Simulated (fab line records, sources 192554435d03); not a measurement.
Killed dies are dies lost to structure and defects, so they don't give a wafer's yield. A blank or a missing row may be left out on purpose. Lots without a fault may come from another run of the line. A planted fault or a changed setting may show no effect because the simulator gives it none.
A struck lot beside a sound one | flow n5_finfet | 38 steps out of a route of 1938
Sound: wafers L293.2, L293.4, L293.6. Struck: wafers L282.1, L282.4, L282.5. The cause comes at the end.
At each step with rows: each side's tool, then ch and its chambers, then its first start. Under that, the readings that differ: sound wafers | struck wafers | difference of the means | sigmas: that difference in standard deviations of wafers without a fault.
alike: readings whose means differ by less than 2 such deviations, and words and numbers that are the same on both sides. not compared: withheld readings, readings that some wafer has no value for, bounds like >300 that may hide the same value, and numbers for which the record gives no deviation and whose values overlap.
The two part at a step that has a row with sigmas, a row that says differs or no value, or rows on one side only. Numbers that don't overlap but have no deviation are shown without sigmas and don't part them. A reading that every wafer of one side lacks parts them only if that side has two wafers or more.

first, 9 steps without rows for these wafers: N5_SD_EPI_P_DESCUM_14 (chemistry O2, time 7.9 s); N5_SD_EPI_P_ETCH_36 (etches SiARC in CF4, target depth 45.5 nm, time 75.8 s); N5_SD_EPI_P_ETCH_37 (etches SOC in N2/H2, overetch 108 nm, time 486 s); N5_SD_EPI_P_STRIP_38 (strips in N2/H2); N5_SD_EPI_P_ETCHBACK_46 (etches SiNx in CH3F/O2, stops on SiO2, target depth 17.5 nm); N5_SD_EPI_P_ETCH_47 (etches SiOCN in CH3F/O2, target depth 25 nm); N5_SD_EPI_P_ETCH_16 (etches SiO2 in CHF3/O2, target depth 5 nm); N5_SD_EPI_P_STRIP_50 (strips in CHF3/O2); N5_SD_EPI_P_SD_RECESS_17 (chemistry HBr/Cl2/O2, target depth 39.1 nm, bt time 3 s).
N5_SD_EPI_P_WET_ETCH_45: etches SiO2 in dHF, time 10.7 s, target depth 2 nm, rinse time 30 s.
  sound on wet_bench-03 ch 1,2,4, day 9 07:27; struck on wet_bench-03 ch 1,2,4, day 6 09:56
  alike: rinse_temp_c
then, 12 steps without rows for these wafers: N5_SD_EPI_P_STRIP_40 (strips in N2/H2); N5_SD_EPI_P_PRECLEAN_52 (cleans in O3/DIW, time 60 s); N5_SD_EPI_P_SRD_20 (time 30 s); N5_SD_EPI_P_PRECLEAN_51 (cleans in NF3:NH3, afs cycles 1, time 20 s, sublimation time 60 s); N5_SD_EPI_P_VAPOR_ETCH_44 (etches SiGe30 in NF3/Ar, time 3.3 s); N5_SD_EPI_P_EPI_21 (deposits SiGe:B, time 355 s); N5_SD_EPI_P_HM_STRIP_48 (strips SiNx in H3PO4, material SiNx, target depth 3 nm); N5_SD_EPI_P_SRD_49 (time 30 s); N5_SD_EPI_P_PRECLEAN_24 (cleans in O3/DIW, time 45 s); N5_SD_EPI_P_PRECLEAN_32 (cleans in dHF, time 10 s); N5_SD_EPI_P_PRECLEAN_33 (cleans in SC2, time 45 s); N5_SD_EPI_P_SRD_25 (time 30 s).
N5_SD_EPI_P_INSPECT_26: inspects for defects (darkfield).
  sound on defect_inspect-01, day 9 10:23; struck on defect_inspect-02, day 6 13:43
  reading          | sound       | struck      | difference | sigmas
  raw_defect_count | 147 160 185 | 825 922 823 | +693       | +20
then, 2 steps without rows for these wafers: N5_SD_ACTIVATION_RTA_00 (time 0 s); N5_SD_ACTIVATION_LSA_01 (time 0.0008 s).
N5_SD_ACTIVATION_INSPECT_02: inspects for defects (darkfield).
  sound on defect_inspect-01, day 9 11:34; struck on defect_inspect-01, day 6 14:28
  reading          | sound       | struck      | difference | sigmas
  raw_defect_count | 144 168 191 | 827 928 809 | +687       | +20
then, 8 steps without rows for these wafers: N5_ILD0_LINER_00 (material SiNx, target thk 4 nm, pulse time 1 s, purge time 2 s); N5_ILD0_FCVD_FILL_01 (material SiO2 flowable, target thk 200 nm, time 328.3 s); N5_ILD0_CURE_02 (time 1800 s); N5_ILD0_CMP_03 (polishes, stops on SiNx, t overpolish 1.9 s, target thk 197.38 nm); N5_ILD0_CMP_07 (polishes SiO2 flowable, stops on poly-Si, t overpolish 1.18 s, target thk 138.88 nm); N5_ILD0_PRECLEAN_10 (cleans in NF3:NH3, afs cycles 5, time 20 s, sublimation time 60 s); N5_ILD0_ALD_15 (deposits SiNx, target thk 24 nm, pulse time 1 s, ald cycles 480); N5_ILD0_CMP_12 (polishes SiNx, stops on poly-Si, t overpolish 6 s, target thk 17.67 nm).
-- the record jumps here: 4 days lie between the struck wafers' starts before and after (it left off in module ILD0 and takes up again in module BEOL_M4, whose first step shown is number 1111 of the route) --
N5_BEOL_M4_RC_MEAS_101:
  sound on prober-02 ch 0, day 14 06:38; struck on prober-02 ch 0, day 11 00:00
  reading       | sound          | struck         | difference | sigmas
  DIBL_N (mV/V) | 33.7 32.7 32.1 | 34.9 37.4 36.3 | +3.4       | +3
  DIBL_P (mV/V) | 33.3 31.1 30.5 | 34.6 36.0 35.1 | +3.6       | +2
  ION_P (uA/um) | 470 459 457    | 443 447 451    | -15        | -2
  SS_N (mV/dec) | 70.2 71.1 70.2 | 72.0 72.4 71.4 | +1.4       | +3
  alike: IOFF_N, IOFF_P, ION_N, SS_P, VT_N, VT_P
-- the record jumps here: 3 days lie between the struck wafers' starts before and after (it left off in module BEOL_M4 and takes up again in module BEOL_M14, whose first step shown is number 1749 of the route) --
N5_BEOL_M14_DESCUM_33: chemistry O2, time 7.9 s.
  sound on rie_diel-01 ch 0,2, day 17 11:31; struck on rie_diel-01 ch 0,1,3, day 14 02:43
  reading                   | sound           | struck          | difference | sigmas
  model.BEOL_M14.cd_nm (nm) | 282 282.6 283.8 | 285.4 285.8 286 | +2.9       |
  alike: bias_power_w, drypump_motor_current_A, oes_product_au, rf_fwd_power_W, rf_vpp_V, showerhead_plenum_p_Torr, throttle_valve_pct
  not compared: rf_hours_counter_h
N5_BEOL_M14_ETCH_38: etches SiCN in CF4/N2, target depth 106.5 nm, time 120.6 s.
  sound on rie_diel-06 ch 1,2; struck on rie_diel-01 ch 0,1,3
  reading                   | sound             | struck      | difference | sigmas
  model.BEOL_M14.cd_nm (nm) | 276.8 279.2 280.8 | 281 283 281 | +3         |
  alike: drypump_motor_current_A, oes_product_au, rf_fwd_power_W, rf_vpp_V, showerhead_plenum_p_Torr, throttle_valve_pct
  not compared: rf_hours_counter_h
N5_PASSIVATION_PROBE_49:
  the record has rows for the struck wafers here (prober-01, day 15 11:29) and none for the sound ones

WHERE THEY PART
First at N5_SD_EPI_P_INSPECT_26; last, within this record, at N5_PASSIVATION_PROBE_49.

WHY: what the simulator had put in
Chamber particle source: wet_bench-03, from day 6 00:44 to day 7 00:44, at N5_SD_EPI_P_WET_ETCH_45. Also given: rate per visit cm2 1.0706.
